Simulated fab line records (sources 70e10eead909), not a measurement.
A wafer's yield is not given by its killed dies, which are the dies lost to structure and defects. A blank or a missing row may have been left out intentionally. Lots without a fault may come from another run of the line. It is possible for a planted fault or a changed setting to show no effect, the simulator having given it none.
Chamber matching | flow nandHarc | NHARC_A_STAIRCASE_DESCUM_312 on rieDiel-12: 4 sister chambers
The step chemistry O2, time 3 s. 14 wafers are shown with their chamber, then 7 later ones without.

## WAFERS PAIRED WITH THEIR CHAMBERS
wafer  | chamber | showerheadPlenumPTorr (Torr) | rfVppV (V) | oesProductAu (a.u.)
L673.2 | 3       | 2.00                         | 58.7       | 0.997
L673.3 | 1       | 2.05                         | 59.6       | 0.997
L673.5 | 3       | 2.00                         | 57.7       | 0.995
L676.2 | 3       | 2.00                         | 58.3       | 1.000
L676.3 | 1       | 2.05                         | 58.3       | 0.995
L676.4 | 0       | 2.07                         | 58.9       | 0.989
L677.1 | 3       | 2.00                         | 56.8       | 0.988
L677.2 | 2       | 1.93                         | 57.6       | 0.996
L677.3 | 1       | 2.05                         | 57.9       | 1.000
L687.4 | 3       | 1.99                         | 57.8       | 0.997
L687.5 | 2       | 1.93                         | 58.1       | 0.990
L687.6 | 3       | 1.99                         | 59.7       | 0.994
L686.2 | 1       | 2.04                         | 58.6       | 1.000
L686.3 | 0       | 2.06                         | 59.0       | 0.994

SIGNATURES (averages over the wafers above)
reading               | chamber 0 | chamber 1 | chamber 2 | chamber 3 | scatter within a chamber
showerheadPlenumPTorr | 2.0650    | 2.0475    | 1.9300    | 1.9967    | 0.00508
rfVppV                | 58.950    | 58.600    | 57.850    | 58.167    | 0.811
oesProductAu          | 0.99150   | 0.99800   | 0.99300   | 0.99517   | 0.00362
Rule: for each reading, subtract the chamber's mean from the wafer's reading, divide by that reading's scatter and square the result; add these up over the readings and take the root, which gives the wafer's distance from the chamber. If the next closest chamber is less than 2 further off than the closest, the wafer can't be placed; otherwise it belongs to the closest. The scatter is the square root of a quotient: the sum, over the shown wafers, of each reading's squared deviation from its chamber's mean, divided by wafers minus chambers.

## WAFERS WITH NO CHAMBER GIVEN
wafer  | showerheadPlenumPTorr (Torr) | rfVppV (V) | oesProductAu (a.u.)
L686.5 | 1.99                         | 58.1       | 0.997
L691.1 | 2.04                         | 57.5       | 1.001
L691.2 | 1.93                         | 57.3       | 0.995
L691.4 | 1.99                         | 58.6       | 0.998
L695.2 | 2.04                         | 58.6       | 1.008
L695.3 | 1.98                         | 57.9       | 0.987
L695.6 | 2.05                         | 57.5       | 1.011

## EACH ONE'S CHAMBER
wafer  | from the rows above | in truth
L686.5 | 3                   | 3
L691.1 | 1                   | 1
L691.2 | 2                   | 2
L691.4 | 3                   | 3
L695.2 | 1                   | 1
L695.3 | 3                   | 3
L695.6 | 1                   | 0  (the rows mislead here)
Correctly placed: 6 of 7. Can't be placed from these rows: 0. 1 placed wrongly.
